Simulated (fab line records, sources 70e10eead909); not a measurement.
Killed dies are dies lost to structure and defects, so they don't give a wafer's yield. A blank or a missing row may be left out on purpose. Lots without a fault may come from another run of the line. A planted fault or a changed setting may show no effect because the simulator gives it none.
fab line records | flow nand_harc
record lots=13 wafers=39 last_day=33
route steps=1302 shown A_CHANNEL_HOLE_D1@465
lots that met no fault: from a run of the same line without faults
start_h: hours from the record's first day to the start of the lot's first wafer shown | wait_h: hours since the lot's step before | " the same as in the row above | L1.1+2: a row that stands for several wafers | - no value, or no start given | * or withheld: withheld | < > ~ a bound
route shown NAME@n: a module of which the file shows steps, and the number in the route of the first | usual: mean/standard deviation of fault-free wafers | same: alike in all rows | chamber/n: place in a boat | sites: the reading at each site | _std_site: their standard deviation | _edge_site: outer sites' mean less inner sites' | radius_mm: how far each site lies from the wafer's centre | mask NAME#n: copy n | behind: the tool/chamber that last shaped the wafer | hold: why the lot was held/for how many hours/how that ended | device: the transistor (n, p or np) that didn't switch | end of line: the same wafers' tests at the end of the route | a step without rows: its recipe alone | killed: dies lost to structure and defects at the first sort, not the wafer's yield | map: a wafer's dies, x killed, . not, _ none there
set.NAME: the setting as run; set.NAME@STEP: as run at that earlier step | model.NAME: the simulator's own value behind a step, which no gauge read
steps of the route over a sample of lots; a table a step, a row a wafer
services: from which hour (start_h, from the record's first day; less than 0 if before it) a tool's chamber was out of use, for how many hours, and why
## steps
# step NHARC_A_CHANNEL_HOLE_D1_DESCUM_15
# recipe time_s=3 o2_flow_sccm=200 ar_flow_sccm=0 bias_power_w=0 chemistry=O2
# usual drypump_motor_current_A=5.5/0.46 mfc_ar_sccm=0.006/0.0081 oes_product_au=1.000/0.0069 rf_vpp_V=57.7/0.87 showerhead_plenum_p_Torr=1.88/0.043 throttle_valve_pct=11.312/0.0085
# columns lot.wafer tool chamber start_h wait_h drypump_motor_current_A mfc_ar_sccm oes_product_au rf_hours_counter_h rf_vpp_V showerhead_plenum_p_Torr throttle_valve_pct
L149.4 rie_diel-05 3 184.82 0.1 4.9 0.017 1.006 40 57.1 1.85 11.310
L149.3 " 2 " " 6.2 0.010 0.989 46 57.4 1.90 11.307
L149.5 " 3 " " 4.9 0.017 1.008 - 58.6 1.85 11.296
L148.3 rie_diel-02 1 184.98 0.1 5.7 0 0.990 44 57.4 1.79 11.296
L148.4 " 0 " " 5.1 0 0.988 48 57.9 1.87 11.318
L148.6 " 2 " " 5.7 0.027 0.994 - 58.0 1.96 11.335
L150.4 rie_diel-06 2 205.31 0.1 5.5 0.011 0.999 5 57.3 1.90 11.301
L150.2 " 0 " " 4.8 0 1.000 3 57.4 1.90 11.303
L150.1 " 1 " " 5.6 0.004 1.005 5 57.3 1.86 11.311
L151.1 rie_diel-05 2 207.15 0.1 6.2 0.010 1.001 53 57.6 1.90 11.300
L151.4 " 3 " " 4.9 0.017 1.003 47 57.4 1.85 11.306
L151.6 " 2 " " 6.3 0.010 1.002 - 57.3 1.90 11.310
L153.1 rie_diel-06 3 229.63 0.1 6.1 0 0.993 7 55.5 1.88 11.306
L153.2 " 1 " " 5.6 0.004 0.997 7 57.8 1.86 11.297
L153.6 " 0 " " 4.8 0 0.997 - 58.1 1.90 11.313
L154.1 rie_diel-06 2 241.94 0.1 5.5 0.011 0.987 9 59.0 1.90 11.313
L154.4 " 3 " " 6.1 0 0.991 9 58.3 1.88 11.310
L154.5 " 1 " " 5.5 0.004 1.002 - 57.7 1.86 11.306
L156.1 rie_diel-06 0 263.75 0.1 4.8 0 0.999 8 57.7 1.90 11.319
L156.2 " 1 " " 5.6 0.004 0.991 10 59.3 1.86 11.296
L156.4 " 2 " " 5.5 0.011 0.997 11 58.3 1.90 11.313
L159.1 rie_diel-06 0 293.70 0.1 4.8 0 1.015 12 58.7 1.90 11.308
L159.3 " 2 " " 5.5 0.011 1.000 15 57.8 1.90 11.299
L159.5 " 0 " " 4.8 0 1.015 - 57.4 1.90 11.312
L165.3 rie_diel-06 0 356.21 0.1 4.8 0 0.995 3 58.4 1.90 11.306
L165.5 " 1 " " 5.6 0.004 1.010 - 56.5 1.86 11.319
L165.6 " 2 " " 5.5 0.011 1.004 - 57.0 1.89 11.310
L166.3 rie_diel-02 0 357.05 0.4 5.1 0 1.008 42 58.3 1.85 11.307
L166.1 " 3 " " 5.6 0.023 1.012 43 56.5 1.79 11.313
L166.6 " 3 " " 5.6 0.023 1.008 - 57.5 1.79 11.324
L168.3 rie_diel-02 0 384.84 0.1 5.1 0 1.011 51 57.4 1.85 11.316
L168.2 " 2 " " 5.7 0.027 0.999 48 56.7 1.94 11.325
L168.6 " 0 " " 5.1 0 1.011 - 57.5 1.85 11.333
L169.2 rie_diel-02 1 391.22 0.1 5.7 0 1.003 60 57.3 1.77 11.304
L169.4 " 3 " " 5.6 0.023 1.005 58 56.6 1.78 11.320
L169.3 " 0 " " 5.1 0 0.997 55 57.2 1.85 11.309
L171.1 rie_diel-06 0 415.18 0.1 4.8 0 1.000 7 58.1 1.89 11.317
L171.5 " 1 " " 5.6 0.004 1.008 - 57.3 1.86 11.308
L171.6 " 3 " " 6.1 0 1.014 - 56.7 1.87 11.300
# step NHARC_A_CHANNEL_HOLE_D1_ETCH_34
# recipe target_depth_a=1540 time_s=77 cf4_flow_sccm=100 chf3_flow_sccm=30 ar_flow_sccm=0 rf_w=500 bias_w=200 chemistry=CF4/CHF3
# usual chf3_flow_sccm=29.99/0.093 drypump_motor_current_A=5.5/0.47 mfc_ar_sccm=0.006/0.0084 oes_product_au=0.943/0.024 rf_vpp_V=369.7/1.4 run_length_s=98.0/0.53 showerhead_plenum_p_Torr=1.55/0.034 throttle_valve_pct=16.802/0.0087
# columns lot.wafer tool chamber start_h wait_h chf3_flow_sccm drypump_motor_current_A mfc_ar_sccm oes_product_au rf_hours_counter_h rf_vpp_V run_length_s showerhead_plenum_p_Torr throttle_valve_pct
L149.4 rie_diel-05 3 185.29 - 30.15 4.9 0.017 0.920 41 368.9 98.4 1.53 16.786
L149.3 " 1 " " 29.87 4.8 0 0.931 44 372.7 97.9 1.63 16.819
L149.5 " 0 " " 29.93 6.1 0 0.919 - 370.6 98.4 1.59 16.803
L148.3 rie_diel-02 0 185.50 - 30.00 5.1 0 0.925 49 369.5 98.0 1.54 16.799
L148.4 " 1 " " 29.88 5.7 0 0.913 44 367.4 98.7 1.48 16.804
L148.6 " 0 " " 29.84 5.1 0 0.931 - 369.5 97.6 1.54 16.793
L150.2 rie_diel-06 0 205.74 - 30.06 4.8 0 0.978 3 369.7 97.2 1.56 16.793
L150.4 " 2 " " 30.03 5.5 0.011 0.928 5 371.3 98.6 1.56 16.798
L150.1 " 3 " " 29.94 6.1 0 0.919 6 368.9 97.4 1.55 16.810
L151.4 rie_diel-05 1 207.85 - 30.08 4.8 0 0.927 54 372.3 98.2 1.63 16.803
L151.1 " 2 " " 30.25 6.2 0.010 0.920 53 370.6 98.2 1.56 16.811
L151.6 " 1 " " 30.05 4.8 0 0.926 - 372.6 97.9 1.63 16.790
L153.2 rie_diel-06 3 230.06 - 30.03 6.1 0 0.959 7 370.3 97.7 1.55 16.806
L153.1 " 0 " " 30.03 4.8 0 0.962 5 370.5 97.6 1.56 16.829
L153.6 " 2 " " 29.93 5.5 0.011 0.977 - 371.1 98.4 1.56 16.797
L154.4 rie_diel-06 0 242.37 - 29.98 4.8 0 0.918 6 369.2 97.1 1.56 16.809
L154.1 " 3 " " 30.04 6.1 0 0.906 9 370.7 97.3 1.55 16.802
L154.5 " 0 " " 30.11 4.8 0 0.917 - 371.9 97.4 1.56 16.812
L156.2 rie_diel-05 3 264.22 - 30.03 4.9 0.017 0.996 9 368.6 98.7 1.52 16.801
L156.4 " 1 " " 30.01 4.8 0 0.993 9 371.6 98.0 1.62 16.803
L156.1 " 2 " " 29.88 6.2 0.010 0.982 8 370.7 98.4 1.56 16.811
L159.1 rie_diel-06 3 294.12 - 29.97 6.1 0 0.930 14 369.4 97.3 1.54 16.804
L159.3 " 1 " " 29.96 5.6 0.004 0.933 15 369.9 97.6 1.53 16.810
L159.5 " 3 " " 30.01 6.1 0 0.926 - 370.3 97.6 1.54 16.796
L165.3 rie_diel-06 0 356.64 - 30.09 4.8 0 0.982 3 370.2 87.0 1.56 16.787
L165.6 " 1 " " 30.06 5.6 0.004 0.942 - 370.6 98.0 1.53 16.824
L165.5 " 2 " " 30.08 5.5 0.011 0.953 - 369.7 98.4 1.56 16.799
L166.3 rie_diel-02 3 357.67 - 29.97 5.6 0.023 0.931 43 366.9 98.7 1.48 16.794
L166.1 " 2 " " 29.93 5.7 0.027 0.923 38 371.6 98.1 1.59 16.799
L166.6 " 0 " " 30.06 5.1 0 0.931 - 368.7 97.3 1.53 16.818
L168.3 rie_diel-02 3 385.27 - 30.01 5.6 0.023 0.921 54 367.0 99.0 1.48 16.798
L168.2 " 1 " " 29.94 5.7 0 0.932 58 367.2 98.2 1.46 16.796
L168.6 " 2 " " 29.82 5.7 0.027 0.920 - 371.4 98.3 1.59 16.785
L169.2 rie_diel-02 1 391.65 - 30.03 5.7 0 0.921 61 366.0 98.5 1.46 16.800
L169.3 " 3 " " 29.93 5.6 0.023 0.922 58 367.8 98.7 1.47 16.811
L169.4 " 0 " " 30.10 5.1 0 0.930 56 369.6 97.8 1.52 16.806
L171.1 rie_diel-06 0 416.19 - 30.10 4.8 0 0.915 8 370.2 97.4 1.56 16.787
L171.6 " 0 " " 30.05 4.8 0 0.920 - 370.9 97.4 1.56 16.788
L171.5 " 1 " " 29.88 5.6 0.004 0.924 - 368.4 98.0 1.53 16.803
# step NHARC_A_CHANNEL_HOLE_D1_ETCH_20
# recipe bias_v=3000 source_w=withheld pressure_mtorr=20 time_s=361.9 ar_flow_sccm=375 c4f8_flow_sccm=89.3 o2_flow_sccm=35.7 temp_c=-20 target_depth_a=16000 chemistry=C4F8/O2/Ar
# usual c4f8_flow_sccm=89.34/0.29 drypump_motor_current_A=5.8/0.52 mfc_ar_sccm=375.1/1 run_length_s=348/3.4 showerhead_plenum_p_Torr=3.63/0.08 throttle_valve_pct=32.153/0.0085
# columns lot.wafer tool chamber start_h wait_h c4f8_flow_sccm drypump_motor_current_A mfc_ar_sccm rf_hours_counter_h run_length_s showerhead_plenum_p_Torr throttle_valve_pct
L149.4 har_etch-01 1 186.26 0.2 89.46 5.9 375.7 - 347 3.63 32.140
L149.3 " 0 " " 89.02 6.5 375.5 - 347 3.74 32.161
L149.5 " 1 " " 89.24 5.9 375.4 - 347 3.63 32.152
L148.3 har_etch-02 0 190.10 0.3 89.57 5.9 376.5 - 364 3.64 32.149
L148.4 " 0 " " 89.57 5.8 376.4 - 364 3.64 32.145
L148.6 " 0 " " 89.54 5.8 374.8 - 364 3.64 32.139
L150.2 har_etch-02 1 210.10 0.1 88.73 5.0 373.7 294 347 3.60 32.150
L150.1 " 0 " " 89.34 5.8 375.2 309 347 3.64 32.155
L150.4 " 1 " " 89.28 5.0 375.1 - 347 3.60 32.154
L151.1 har_etch-01 0 210.58 0.1 89.30 6.5 373.7 111 347 3.72 32.137
L151.4 " 0 " " 89.23 6.5 375.6 - 347 3.72 32.161
L151.6 " 0 " " 88.98 6.5 375.5 - 347 3.72 32.168
L153.1 har_etch-02 0 230.93 0.1 89.60 5.8 374.8 325 347 3.63 32.144
L153.2 " 1 " " 89.57 5.0 372.1 309 347 3.59 32.161
L153.6 " 1 " " 89.42 5.0 374.0 - 347 3.59 32.163
L154.1 har_etch-01 0 243.29 0.1 89.17 6.5 376.2 131 347 3.71 32.160
L154.4 " 1 " " 89.67 5.9 376.0 - 347 3.61 32.148
L154.5 " 0 " " 89.43 6.5 374.8 - 347 3.71 32.149
L156.1 har_etch-02 0 265.11 0.1 89.45 5.9 375.8 340 347 3.62 32.147
L156.2 " 1 " " 89.32 5.0 375.5 325 347 3.59 32.165
L156.4 " 0 " " 89.77 5.9 375.7 - 347 3.62 32.159
L159.1 har_etch-02 1 294.98 0.1 88.82 5.0 373.8 344 347 3.58 32.170
L159.3 " 1 " " 89.35 5.0 376.1 - 347 3.58 32.161
L159.5 " 1 " " 89.62 5.0 373.8 - 347 3.58 32.139
L165.3 har_etch-02 0 357.59 0.2 89.32 5.8 377.6 - 347 3.59 32.156
L165.5 " 0 " " 89.21 5.8 374.8 - 347 3.59 32.135
L165.6 " 1 " " 89.14 5.0 374.0 - 347 3.56 32.143
L166.1 har_etch-01 0 358.62 0.1 89.41 6.5 376.3 199 347 3.68 32.149
L166.3 " 0 " " 89.28 6.4 376.4 - 347 3.68 32.156
L166.6 " 0 " " 89.21 6.5 376.2 - 347 3.68 32.155
L168.2 har_etch-01 1 386.14 0.1 89.81 5.9 373.7 210 347 3.57 32.161
L168.3 " 1 " " 89.13 5.9 374.0 - 347 3.57 32.156
L168.6 " 1 " " 89.57 5.9 374.4 - 347 3.56 32.142
L169.2 har_etch-01 1 394.48 0.1 89.71 5.9 375.0 218 347 3.56 32.162
L169.3 " 1 " " 89.38 5.9 374.1 - 347 3.56 32.144
L169.4 " 0 " " 89.17 6.4 374.7 - 347 3.67 32.156
L171.1 har_etch-01 1 418.81 0.1 89.84 6.0 376.2 237 347 3.55 32.152
L171.5 " 0 " " 89.37 6.4 376.5 - 347 3.66 32.146
L171.6 " 1 " " 89.69 5.9 374.8 - 347 3.55 32.151
# step NHARC_A_CHANNEL_HOLE_D1_ETCH_22
# recipe bias_v=3000 source_w=withheld pressure_mtorr=20 time_s=666.7 ar_flow_sccm=375 c4f8_flow_sccm=89.3 o2_flow_sccm=35.7 temp_c=-20 target_depth_a=16000 chemistry=C4F8/O2/Ar
# usual c4f8_flow_sccm=89.29/0.25 drypump_motor_current_A=5.8/0.52 mfc_ar_sccm=375.2/0.93 run_length_s=652.3/2.9 showerhead_plenum_p_Torr=3.63/0.08 throttle_valve_pct=32.155/0.0085
# columns lot.wafer tool chamber start_h wait_h c4f8_flow_sccm drypump_motor_current_A mfc_ar_sccm rf_hours_counter_h run_length_s showerhead_plenum_p_Torr throttle_valve_pct
L149.4 har_etch-01 1 187.11 0.4 89.21 6.0 375.2 - 651.7 3.63 32.154
L149.3 " 0 " " 88.94 6.5 376.2 - 651.7 3.74 32.165
L149.5 " 1 " " 89.08 6.0 374.2 - 651.7 3.63 32.147
L148.3 har_etch-02 0 191.77 0.8 89.52 5.8 374.6 - 666.4 3.64 32.159
L148.4 " 0 " " 89.13 5.8 373.2 - 666.4 3.64 32.156
L148.6 " 0 " " 89.72 5.9 373.9 - 666.4 3.64 32.145
L150.2 har_etch-02 1 210.86 0.4 89.26 5.0 375.3 295 651.7 3.60 32.168
L150.1 " 0 " " 89.46 5.8 376.8 310 651.7 3.64 32.159
L150.4 " 1 " " 89.50 5.0 374.6 - 651.7 3.60 32.152
L151.1 har_etch-01 0 211.39 0.4 89.60 6.5 374.3 112 651.7 3.72 32.166
L151.4 " 0 " " 89.57 6.4 375.5 - 651.7 3.72 32.146
L151.6 " 0 " " 89.04 6.5 375.1 - 651.7 3.72 32.145
L153.1 har_etch-02 0 231.68 0.4 89.65 5.8 374.4 325 651.7 3.63 32.162
L153.2 " 1 " " 88.92 5.0 377.2 310 651.7 3.59 32.157
L153.6 " 1 " " 89.48 5.0 375.1 - 651.7 3.59 32.160
L154.1 har_etch-01 0 244.09 0.4 89.09 6.5 376.7 131 651.7 3.71 32.159
L154.4 " 1 " " 89.52 5.9 374.5 - 651.7 3.61 32.158
L154.5 " 0 " " 88.90 6.4 375.9 - 651.7 3.71 32.142
L156.1 har_etch-02 0 265.86 0.4 89.19 5.8 375.1 341 651.7 3.62 32.173
L156.2 " 1 " " 89.08 5.0 374.8 326 651.7 3.59 32.155
L156.4 " 0 " " 88.73 5.8 375.9 - 651.7 3.62 32.156
L159.1 har_etch-02 1 295.74 0.4 89.54 5.0 374.0 345 651.7 3.58 32.155
L159.3 " 1 " " 89.26 5.0 374.7 - 651.7 3.58 32.161
L159.5 " 1 " " 89.13 5.0 372.1 - 651.7 3.57 32.160
L165.3 har_etch-02 0 358.43 0.4 89.38 5.9 374.8 - 651.7 3.59 32.162
L165.5 " 0 " " 89.92 5.9 375.3 - 651.7 3.59 32.155
L165.6 " 1 " " 89.18 5.0 374.0 - 651.7 3.56 32.152
L166.1 har_etch-01 0 359.41 0.4 89.32 6.5 375.2 200 651.7 3.68 32.162
L166.3 " 0 " " 89.25 6.5 373.9 - 651.7 3.68 32.155
L166.6 " 0 " " 89.48 6.5 376.1 - 651.7 3.68 32.146
L168.2 har_etch-01 1 386.89 0.4 89.15 5.9 374.1 211 651.7 3.56 32.156
L168.3 " 1 " " 88.83 5.9 376.7 - 651.7 3.57 32.160
L168.6 " 1 " " 88.86 5.9 375.3 - 651.7 3.57 32.167
L169.2 har_etch-01 1 395.23 0.4 89.57 5.9 375.3 219 651.7 3.56 32.149
L169.3 " 1 " " 89.81 6.0 373.6 - 651.7 3.56 32.168
L169.4 " 0 " " 88.73 6.5 375.5 - 651.7 3.67 32.152
L171.1 har_etch-01 1 419.61 0.4 89.04 6.0 375.4 238 651.7 3.55 32.139
L171.5 " 0 " " 89.09 6.4 375.2 - 651.7 3.66 32.154
L171.6 " 1 " " 88.98 6.0 375.1 - 651.7 3.55 32.162
## services
# columns tool chamber start_h hours kind
rie_diel-06 0 164.09 - clean
rie_diel-06 1 164.09 - clean
rie_diel-06 2 164.09 - clean
rie_diel-06 3 164.09 - clean
rie_diel-05 2 181.69 1.2 repair
rie_diel-06 0 188.59 - clean
rie_diel-06 1 188.59 - clean
rie_diel-06 2 188.59 - clean
rie_diel-06 3 188.59 - clean
rie_diel-02 0 206.01 5.8 repair
rie_diel-06 0 213.09 - clean
rie_diel-06 1 213.09 - clean
rie_diel-02 - 217.90 9.0 pm
rie_diel-05 - 229.60 9.0 pm
rie_diel-06 3 282.38 6.4 repair
rie_diel-02 3 288.54 8.7 repair
rie_diel-02 0 302.09 14.8 repair
rie_diel-06 - 307.59 9.0 pm
rie_diel-02 3 310.72 5.7 repair
rie_diel-02 2 329.92 27.3 repair
har_etch-02 - 382.53 17.0 pm
rie_diel-02 3 394.60 6.4 repair
rie_diel-06 2 406.30 112.9 repair
rie_diel-05 - 406.75 9.0 pm
## key
first_sign step=NHARC_A_CHANNEL_HOLE_D1_ETCH_34 reading=run_length_s direction=down sigmas=21 usual=* struck=*
effect none on later readings
met_at NHARC_A_CHANNEL_HOLE_D1_ETCH_34
struck_lots L165
struck_wafers L165.3
later_rows_left_out L165.3
sort_left_out L165.3
tester_left_out L165
not_acting_at NHARC_A_CHANNEL_HOLE_D1_DESCUM_15,NHARC_A_CHANNEL_HOLE_D1_ETCH_20,NHARC_A_CHANNEL_HOLE_D1_ETCH_22
onset_between 242.37 356.64
fault kind=process_parameter_drift tool=rie_diel-06 chamber=0 onset_h=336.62 steps=NHARC_A_CHANNEL_HOLE_D1_ETCH_34 channel=time_s offset=* shape=step end_h=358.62 acts_in=* stated=*
# tester_left_out: of these lots the tester's yield and bins aren't shown, on N5 and GAA mostly nor the transistor test; their killed dies are dies lost to structure and defects alone, not to doping, threshold or leakage, so they don't give the yield
# sort_left_out: the simulated sort isn't trusted on such a fault, so these wafers' sort isn't shown, and their yield isn't known
# later_rows_left_out: the simulator's readings of these wafers behind a module that went badly wrong aren't trusted and aren't shown, but for the sort
